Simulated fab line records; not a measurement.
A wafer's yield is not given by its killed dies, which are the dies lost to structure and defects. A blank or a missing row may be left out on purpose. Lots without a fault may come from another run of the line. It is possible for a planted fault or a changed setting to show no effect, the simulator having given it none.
Which tool was responsible? ; flow nand harc ; Sampling: 23 lots, 69 wafers, 6 of 1302 route steps

## WHAT THE GAUGES READ, wafer by wafer
The record holds no reading of a measuring or inspecting step that can be judged against a usual standard deviation.

## WHICH TOOL RAN EACH LOT (tool, then ch and the chambers of the sampled wafers, then the start)
lot;NHARC_A_STAIRCASE_ETCH_192;NHARC_A_STAIRCASE_TRIM_196;NHARC_A_STAIRCASE_TRIM_226;NHARC_A_STAIRCASE_ETCH_232;NHARC_A_STAIRCASE_DEP_280;NHARC_A_STAIRCASE_ETCH_315
L074;rie diel-02 ch 1,2,3, day 15 19:32 or earlier;rie diel-13 ch 2,3, day 15 19:32;rie diel-11 ch 0,1,3, day 16 13:17 or earlier;rie diel-13 ch 1,3, day 16 13:17 or earlier;pecvd-04 ch 1,2, day 16 13:17;rie diel-13 ch 2,3, no start
L075;rie diel-02 ch 1,3, day 16 10:04 or earlier;rie diel-13 ch 1,2,3, day 16 10:04;rie diel-13 ch 1,3, day 17 05:06 or earlier;rie diel-11 ch 0,2, day 17 05:06 or earlier;pecvd-04 ch 0,2, day 17 05:06;rie diel-11 ch 0,1,3, no start
L077;rie diel-11 ch 0,1,2, day 17 04:34 or earlier;rie diel-11 ch 0,1,3, day 17 04:34;rie diel-13 ch 0,1,2, day 18 03:35 or earlier;rie diel-11 ch 0,1,2, day 18 03:35 or earlier;pecvd-04 ch 0,1,2, day 18 03:35;rie diel-13 ch 0,2,3, no start
L076;rie diel-11 ch 0,3, day 17 04:55 or earlier;rie diel-11 ch 0,2,3, day 17 04:55;rie diel-13 ch 1,2,3, day 18 04:23 or earlier;rie diel-13 ch 0,1,2, day 18 04:23 or earlier;pecvd-01 ch 0,1,2, day 18 04:23;rie diel-02 ch 0,2,3, no start
L078;rie diel-02 ch 0,1,3, day 17 20:04 or earlier;rie diel-02 ch 0,1,3, day 17 20:04;rie diel-11 ch 0,2, day 18 14:22 or earlier;rie diel-13 ch 0,1,2, day 18 14:22 or earlier;pecvd-03 ch 0,1,2, day 18 14:22;rie diel-13 ch 0,3, no start
L079;rie diel-02 ch 1,3, day 18 02:24 or earlier;rie diel-13 ch 0,2, day 18 02:24;rie diel-11 ch 2, day 18 23:18 or earlier;rie diel-11 ch 0,2, day 18 23:18 or earlier;pecvd-04 ch 0,1,2, day 18 23:18;rie diel-13 ch 0,2,3, no start
L080;rie diel-13 ch 0,1, day 18 15:55 or earlier;rie diel-13 ch 0,2, day 18 15:55;rie diel-13 ch 0,2,3, day 19 13:05 or earlier;rie diel-13 ch 0,1,3, day 19 13:05 or earlier;pecvd-01 ch 0,1, day 19 13:05;rie diel-11 ch 0,1,2, no start
L081;rie diel-13 ch 0,1,2, day 18 16:37 or earlier;rie diel-02 ch 0,1, day 18 16:37;rie diel-02 ch 0,1,2, day 19 14:56 or earlier;rie diel-11 ch 0,2, day 19 14:56 or earlier;pecvd-04 ch 0,1,2, day 19 14:56;rie diel-11 ch 1,2,3, no start
L083;rie diel-13 ch 0,1,3, day 19 07:50 or earlier;rie diel-13 ch 0,2,3, day 19 07:50;rie diel-11 ch 0,2, day 20 02:40 or earlier;rie diel-11 ch 0,1, day 20 02:40 or earlier;pecvd-01 ch 0,1,2, day 20 02:40;rie diel-02 ch 0,1,2, no start
L082;rie diel-02 ch 0,1, day 19 08:13 or earlier;rie diel-02 ch 0,1, day 19 08:13;rie diel-02 ch 1,2, day 20 04:04 or earlier;rie diel-02 ch 0,1, day 20 04:04 or earlier;pecvd-03 ch 0,1,2, day 20 04:04;rie diel-02 ch 1,2,3, no start
L084;rie diel-13 ch 1,2, day 20 03:46 or earlier;rie diel-13 ch 0,1, day 20 03:46;rie diel-11 ch 0,1, day 20 19:21 or earlier;rie diel-13 ch 1,2, day 20 19:21 or earlier;pecvd-04 ch 1,2, day 20 19:21;rie diel-13 ch 0,1, no start
L085;rie diel-13 ch 1,2, day 20 10:34 or earlier;rie diel-13 ch 2,3, day 20 10:34;rie diel-13 ch 1,2, day 21 03:23 or earlier;rie diel-13 ch 1,3, day 21 03:23 or earlier;pecvd-03 ch 0,1,2, day 21 03:23;rie diel-13 ch 0,2,3, no start
L086;rie diel-11 ch 1,2,3, day 21 00:57 or earlier;rie diel-13 ch 0,1, day 21 00:57;rie diel-02 ch 0,1, day 21 19:29 or earlier;rie diel-11 ch 0,2, day 21 19:29 or earlier;pecvd-03 ch 0,1, day 21 19:29;rie diel-11 ch 0,1,2, no start
L087;rie diel-13 ch 0,1,3, day 21 13:55 or earlier;rie diel-13 ch 0,1, day 21 13:55;rie diel-11 ch 0,1,3, day 22 10:54 or earlier;rie diel-13 ch 0,1,2, day 22 10:54 or earlier;pecvd-03 ch 0,1, day 22 10:54;rie diel-02 ch 1,3, no start
L088;rie diel-11 ch 0,2,3, day 22 08:31 or earlier;rie diel-13 ch 0,2,3, day 22 08:31;rie diel-02 ch 0,2,3, day 23 02:08 or earlier;rie diel-02 ch 0,2,3, day 23 02:08 or earlier;pecvd-04 ch 0,1,2, day 23 02:08;rie diel-11 ch 1,2,3, no start
L089;rie diel-02 ch 0,1, day 22 09:28 or earlier;rie diel-11 ch 0,1,3, day 22 09:28;rie diel-13 ch 2,3, day 23 03:20 or earlier;rie diel-13 ch 0,2,3, day 23 03:20 or earlier;pecvd-01 ch 0,1,2, day 23 03:20;rie diel-02 ch 0,1, no start
L091;rie diel-02 ch 0,2,3, day 22 19:59 or earlier;rie diel-11 ch 0,2,3, day 22 19:59;rie diel-02 ch 0,2,3, day 23 14:08 or earlier;rie diel-02 ch 0,1,2, day 23 14:08 or earlier;pecvd-04 ch 0,1,2, day 23 14:08;rie diel-11 ch 0,1,2, no start
L090;rie diel-02 ch 1,2,3, day 22 20:25 or earlier;rie diel-02 ch 0,3, day 22 20:25;rie diel-11 ch 0,2,3, day 23 12:21 or earlier;rie diel-11 ch 1,2,3, day 23 12:21 or earlier;pecvd-03 ch 0,1, day 23 12:21;rie diel-13 ch 1,2, no start
L092;rie diel-13 ch 0,1,2, day 23 22:37 or earlier;rie diel-13 ch 0,1, day 23 22:37;rie diel-02 ch 0,1, day 24 23:12 or earlier;rie diel-13 ch 1,2, day 24 23:12 or earlier;pecvd-03 ch 0,2, day 24 23:12;rie diel-13 ch 0,2, no start
L094;rie diel-13 ch 1,2, day 24 06:30 or earlier;rie diel-02 ch 0,2, day 24 06:30;rie diel-13 ch 1,2, day 25 03:35 or earlier;rie diel-11 ch 1,3, day 25 03:35 or earlier;pecvd-04 ch 0,1,2, day 25 03:35;rie diel-11 ch 0,2,3, no start
L095;rie diel-11 ch 0,1,2, day 25 00:30 or earlier;rie diel-13 ch 0,2, day 25 00:30;rie diel-02 ch 0,2, day 25 22:08 or earlier;rie diel-11 ch 0,3, day 25 22:08 or earlier;pecvd-01 ch 0,2, day 25 22:08;rie diel-13 ch 0,2, no start
L096;rie diel-11 ch 2,3, day 25 12:18 or earlier;rie diel-11 ch 0,1, day 25 12:18;rie diel-13 ch 0,1, day 26 08:10 or earlier;rie diel-13 ch 0,1, day 26 08:10 or earlier;pecvd-01 ch 0,1, day 26 08:10;rie diel-13 ch 1,2, no start
L097;rie diel-11 ch 0,1,2, day 25 20:20 or earlier;rie diel-02 ch 0,2,3, day 25 20:20;rie diel-13 ch 0,2, day 26 12:40 or earlier;rie diel-13 ch 0,1, day 26 12:40 or earlier;pecvd-04 ch 0,2, day 26 12:40;rie diel-13 ch 0,1,2, no start
- NHARC_A_STAIRCASE_ETCH_192: etches the open film in C4F8/O2, target depth 100 nm, time 40.5 s.
- NHARC_A_STAIRCASE_TRIM_196: chemistry O2, time 211.2 s.
- NHARC_A_STAIRCASE_TRIM_226: chemistry O2, time 211.2 s.
- NHARC_A_STAIRCASE_ETCH_232: etches the open film in C4F8/O2, target depth 100 nm, time 40.5 s.
- NHARC_A_STAIRCASE_DEP_280: deposits SiON, target thk 30 nm.
- NHARC_A_STAIRCASE_ETCH_315: etches the open film in C4F8/O2/Ar, target depth 2500 nm, time 607.1 s.

## WHAT THE TOOLS THEMSELVES READ (means of the sampled wafers that have a number; where no wafer has one, the mark that the record gives instead)
NHARC_A_STAIRCASE_ETCH_192.
lot;tool;oes product au (a.u.);rf fwd power W (W);rf vpp V (V)
L074;rie diel-02;0.934;592.6;896
L075;rie diel-02;0.944;592.6;895
L077;rie diel-11;0.939;591.8;895
L076;rie diel-11;0.951;588.0;890
L078;rie diel-02;0.946;593.3;897
L079;rie diel-02;0.938;591.4;897
L080;rie diel-13;0.931;592.4;894
L081;rie diel-13;0.933;592.2;895
L083;rie diel-13;0.919;592.3;897
L082;rie diel-02;0.952;591.6;898
L084;rie diel-13;0.950;591.6;891
L085;rie diel-13;0.954;595.0;893
L086;rie diel-11;0.936;592.9;894
L087;rie diel-13;0.940;590.9;895
L088;rie diel-11;0.934;590.2;893
L089;rie diel-02;0.933;593.5;898
L091;rie diel-02;0.933;594.1;895
L090;rie diel-02;0.942;592.5;896
L092;rie diel-13;0.933;591.1;896
L094;rie diel-13;0.930;592.2;893
L095;rie diel-11;0.944;592.0;895
L096;rie diel-11;0.943;593.3;895
L097;rie diel-11;0.943;590.1;895

NHARC_A_STAIRCASE_TRIM_196.
lot;tool;drypump motor current A (A);o2 flow sccm (sccm);oes product au (a.u.);rf vpp V (V);showerhead plenum p Torr (Torr);throttle valve pct (%)
L074;rie diel-13;5.4;500.3;1.008;57.5;3.54;17.042
L075;rie diel-13;5.6;499.0;1.004;57.7;3.49;17.037
L077;rie diel-11;6.1;499.5;1.004;57.8;3.43;17.035
L076;rie diel-11;6.1;499.7;1.004;57.5;3.45;17.041
L078;rie diel-02;5.6;499.1;0.998;57.2;3.54;17.036
L079;rie diel-13;5.2;500.9;1.008;58.3;3.56;17.026
L080;rie diel-13;5.4;499.3;1.007;57.0;3.62;17.033
L081;rie diel-02;5.9;499.6;0.993;58.0;3.59;17.045
L083;rie diel-13;5.6;499.1;1.001;58.1;3.58;17.038
L082;rie diel-02;5.5;497.7;0.995;58.4;3.57;17.034
L084;rie diel-13;5.6;500.7;1.000;58.6;3.57;17.039
L085;rie diel-13;5.9;499.1;1.008;57.5;3.54;17.034
L086;rie diel-13;5.6;500.2;0.990;58.0;3.46;17.039
L087;rie diel-13;5.6;499.8;0.994;57.3;3.46;17.037
L088;rie diel-13;5.6;500.3;1.017;58.3;3.57;17.036
L089;rie diel-11;6.1;499.5;0.992;57.5;3.41;17.040
L091;rie diel-11;6.1;500.5;0.991;57.3;3.42;17.032
L090;rie diel-02;5.2;501.2;0.990;57.4;3.47;17.038
L092;rie diel-13;5.6;499.2;0.984;58.4;3.56;17.042
L094;rie diel-02;5.9;501.4;1.001;57.6;3.48;17.036
L095;rie diel-13;5.2;498.9;0.995;57.8;3.54;17.039
L096;rie diel-11;6.2;500.7;0.988;57.1;3.43;17.032
L097;rie diel-02;5.5;498.9;1.004;57.5;3.47;17.032

NHARC_A_STAIRCASE_TRIM_226.
lot;tool;drypump motor current A (A);o2 flow sccm (sccm);oes product au (a.u.);rf vpp V (V);showerhead plenum p Torr (Torr);throttle valve pct (%)
L074;rie diel-11;6.1;500.8;0.997;57.8;3.44;17.042
L075;rie diel-13;5.8;498.8;1.000;57.4;3.45;17.040
L077;rie diel-13;5.4;501.2;1.002;58.5;3.52;17.041
L076;rie diel-13;5.6;499.7;1.001;57.4;3.49;17.035
L078;rie diel-11;6.2;499.5;1.003;57.4;3.48;17.037
L079;rie diel-11;5.6;499.7;0.995;57.7;3.60;17.027
L080;rie diel-13;5.7;501.5;1.003;57.9;3.59;17.040
L081;rie diel-02;5.9;499.7;0.989;57.4;3.54;17.025
L083;rie diel-11;6.2;499.6;0.982;58.8;3.47;17.035
L082;rie diel-02;6.3;500.0;0.996;57.5;3.56;17.036
L084;rie diel-11;6.2;500.9;0.982;58.0;3.45;17.038
L085;rie diel-13;5.4;499.3;1.000;57.7;3.40;17.035
L086;rie diel-02;5.5;500.9;0.999;58.1;3.56;17.035
L087;rie diel-11;6.1;497.0;0.993;57.0;3.41;17.030
L088;rie diel-02;5.6;500.1;0.996;57.8;3.49;17.033
L089;rie diel-13;5.9;499.7;1.001;58.1;3.54;17.033
L091;rie diel-02;5.6;501.5;1.001;58.2;3.48;17.039
L090;rie diel-11;6.1;498.5;0.994;57.3;3.42;17.043
L092;rie diel-02;5.9;498.3;0.996;57.6;3.56;17.035
L094;rie diel-13;5.4;498.7;0.995;57.4;3.39;17.042
L095;rie diel-02;6.0;500.4;1.014;57.6;3.48;17.036
L096;rie diel-13;5.6;500.8;0.994;57.4;3.44;17.034
L097;rie diel-13;5.4;498.8;0.982;58.4;3.59;17.038

NHARC_A_STAIRCASE_ETCH_232.
lot;tool;oes product au (a.u.);rf fwd power W (W);rf vpp V (V)
L074;rie diel-13;0.943;592;893
L075;rie diel-11;0.939;588;895
L077;rie diel-11;0.952;591;897
L076;rie diel-13;0.945;591;895
L078;rie diel-13;0.934;595;896
L079;rie diel-11;0.944;592;896
L080;rie diel-13;0.932;590;897
L081;rie diel-11;0.942;590;894
L083;rie diel-11;0.934;594;895
L082;rie diel-02;0.934;595;897
L084;rie diel-13;0.950;594;893
L085;rie diel-13;0.941;588;895
L086;rie diel-11;0.949;590;896
L087;rie diel-13;0.944;595;895
L088;rie diel-02;0.937;592;895
L089;rie diel-13;0.953;592;897
L091;rie diel-02;0.949;594;896
L090;rie diel-11;0.938;593;893
L092;rie diel-13;0.927;591;891
L094;rie diel-11;0.938;591;890
L095;rie diel-11;0.919;586;889
L096;rie diel-13;0.938;592;896
L097;rie diel-13;0.940;591;893

NHARC_A_STAIRCASE_DEP_280.
lot;tool;heater power w (W);rf fwd power W (W)
L074;pecvd-04;660;347.6
L075;pecvd-04;793;347.5
L077;pecvd-04;751;347.8
L076;pecvd-01;707;348.9
L078;pecvd-03;801;348.6
L079;pecvd-04;744;346.9
L080;pecvd-01;796;348.8
L081;pecvd-04;771;347.1
L083;pecvd-01;704;347.5
L082;pecvd-03;727;349.4
L084;pecvd-04;688;347.9
L085;pecvd-03;749;348.0
L086;pecvd-03;732;349.6
L087;pecvd-03;663;348.8
L088;pecvd-04;700;348.0
L089;pecvd-01;708;348.5
L091;pecvd-04;696;348.4
L090;pecvd-03;749;349.6
L092;pecvd-03;834;348.3
L094;pecvd-04;706;347.5
L095;pecvd-01;671;346.4
L096;pecvd-01;743;348.2
L097;pecvd-04;827;347.7

NHARC_A_STAIRCASE_ETCH_315.
lot;tool;oes product au (a.u.);rf fwd power W (W);rf vpp V (V)
L074;rie diel-13;0.935;598.4;1829
L075;rie diel-11;0.938;599.6;1820
L077;rie diel-13;0.937;600.0;1832
L076;rie diel-02;0.936;599.4;1824
L078;rie diel-13;0.930;601.4;1834
L079;rie diel-13;0.935;599.9;1830
L080;rie diel-11;0.922;600.0;1825
L081;rie diel-11;0.936;599.9;1823
L083;rie diel-02;0.930;599.7;1827
L082;rie diel-02;0.925;599.9;1826
L084;rie diel-13;0.917;600.5;1822
L085;rie diel-13;0.935;600.1;1830
L086;rie diel-11;0.917;598.5;1825
L087;rie diel-02;0.922;597.9;1824
L088;rie diel-11;0.929;598.9;1822
L089;rie diel-02;0.934;600.2;1829
L091;rie diel-11;0.925;597.4;1825
L090;rie diel-13;0.940;598.2;1817
L092;rie diel-13;0.927;598.6;1831
L094;rie diel-11;0.916;598.5;1818
L095;rie diel-13;0.916;597.7;1830
L096;rie diel-13;0.927;599.8;1816
L097;rie diel-13;0.926;599.4;1823

## THE ANSWER, worked out from the rows above alone
Rule: the lots themselves supply what counts as usual. Put in order of their means at a reading, lots are off if they are a third of the lots or fewer, leave a main group of 4 or more, and stand apart from it by a gap of 3 or more times the standard deviation of the main group's means; of several such gaps the widest counts. If all means in a main group match to the digits the tables above print for the reading, that group is not used. A lot without any number at a reading at which 4 lots or more have one is off too. Where the step has rows for the other lots, those lots are counted as sound. After the gauges, taken in route order, come the tools' own readings; for these a lot's mean is taken, as printed above. The first step at which some lot is off is used, and at that step the reading that is off furthest; a lot without a number counts as furthest.
No lot is off at any reading shown: from this, nothing can be told.

## WHAT THE SIMULATOR HAD INSERTED
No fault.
